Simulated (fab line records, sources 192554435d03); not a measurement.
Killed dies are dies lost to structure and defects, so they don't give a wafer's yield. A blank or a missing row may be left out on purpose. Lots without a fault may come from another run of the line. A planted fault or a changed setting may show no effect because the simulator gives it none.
Chamber matching | flow n5_finfet | N5_BEOL_M6_PECVD_70 on pecvd-03: 3 sister chambers
The step deposits SiO2 from TEOS/O2, target thk 20 nm, time 22.7 s. 3 wafers are shown with their chamber, then 8 later ones without.

WAFERS WITH THEIR CHAMBER
wafer  | chamber | showerhead_plenum_p_Torr (Torr)
L092.4 | 2       | 8.76
L091.5 | 1       | 8.74
L094.1 | 0       | 8.90

WAFERS WITHOUT THEIR CHAMBER
wafer  | showerhead_plenum_p_Torr (Torr)
L094.2 | 8.76
L094.6 | 8.88
L095.3 | 8.70
L095.5 | 8.73
L095.6 | 8.89
L096.1 | 8.76
L096.4 | 8.87
L096.6 | 8.75

WHICH CHAMBER EACH WENT THROUGH
wafer  | from the rows above     | in truth
L094.2 | can't be placed: 2 or 1 | 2
L094.6 | 0                       | 0
L095.3 | can't be placed: 1 or 2 | 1
L095.5 | can't be placed: 1 or 2 | 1
L095.6 | 0                       | 0
L096.1 | can't be placed: 2 or 1 | 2
L096.4 | 0                       | 0
L096.6 | can't be placed: 1 or 2 | 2
Placed correctly: 3 of 8. Can't be placed from these rows: 5 (the true chamber is among the candidates in 5). Placed wrongly: 0.
How it was worked out, from the rows above alone: a wafer's distance from a chamber is the root of the sum, over the readings, of the square of ((its reading less the chamber's mean) divided by the reading's scatter). The wafer belongs to the nearest chamber; if the next one is less than 2 further off, it can't be placed. A chamber's mean is the mean of its shown wafers. The scatter: with one shown wafer a chamber, the root of the mean of the squares of how far each hidden wafer lies from its nearest shown one.
